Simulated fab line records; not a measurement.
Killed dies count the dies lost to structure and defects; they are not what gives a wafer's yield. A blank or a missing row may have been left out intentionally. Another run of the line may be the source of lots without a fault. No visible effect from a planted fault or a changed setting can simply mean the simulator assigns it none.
One fault through the eyes of 2 desks | flow n5_finfet | what lay behind the numbers comes last; until then each desk has only its own

THE METROLOGY DESK
Means of the sampled wafers that have a number, per lot and without regard to the tool the lot ran on: this is what the gauges read. Any lot whose mean is over 4 standard deviations away from the usual mean is out of limits and marked OUT; that distance is given in the brackets. Of its 11 readings 7 are shown: those that lie furthest out on some lot.
Columns: A = SD_N_BLK_OVL at N5_SD_EPI_N_OVL_MEAS_10, usual 0.2 nm; B = DIBL_N at N5_BEOL_M4_RC_MEAS_101, usual 36.4 mV/V; C = DIBL_P at N5_BEOL_M4_RC_MEAS_101, usual 36.4 mV/V; D = IOFF_N at N5_BEOL_M4_RC_MEAS_101, usual 0.156 nA/um; E = IOFF_P at N5_BEOL_M4_RC_MEAS_101, usual 0.210 nA/um; F = ION_P at N5_BEOL_M4_RC_MEAS_101, usual 463 uA/um; G = SS_N at N5_BEOL_M4_RC_MEAS_101, usual 71.6 mV/dec
lot  | first seen here | A    | B    | C    | D     | E     | F   | G
L159 | day 4 02:18     | -0.3 | 34.7 | 35.9 | 0.132 | 0.209 | 471 | 70.7
L168 | day 6 09:04     | -0.1 | 39.2 | 36.8 | 0.171 | 0.245 | 464 | 70.6
L171 | day 7 01:37     | 0.6  | 38.3 | 38.9 | 0.175 | 0.226 | 466 | 71.6
L175 | day 8 00:55     | 1.0  | 34.9 | 34.9 | 0.139 | 0.200 | 465 | 71.3
L176 | day 8 05:58     | 1.4  | 38.4 | 37.9 | 0.194 | 0.230 | 466 | 71.7
This desk found nothing out of limits on any of the 5 lots.

THE DEFECT DESK
Per lot, the means of the sampled wafers with a number show what the inspections along the route counted. Any lot whose mean is over 4 standard deviations away from the usual mean is out of limits and marked OUT; that distance is given in the brackets.
Columns: A = raw_defect_count at N5_SD_EPI_N_INSPECT_11, usual 2.1
lot  | first seen here | A
L159 | day 4 02:19     | 1.0
L168 | day 6 09:05     | 1.0
L171 | day 7 01:38     | 1.3
L175 | day 8 00:56     | 1.3
L176 | day 8 06:00     | 1.3
This desk found nothing out of limits on any of the 5 lots.

BROUGHT TOGETHER
At the metrology desk, nothing out of limits was observed.
Nothing the defect desk looked at was out of limits.

WHAT HAD BEEN PUT IN BY THE SIMULATOR
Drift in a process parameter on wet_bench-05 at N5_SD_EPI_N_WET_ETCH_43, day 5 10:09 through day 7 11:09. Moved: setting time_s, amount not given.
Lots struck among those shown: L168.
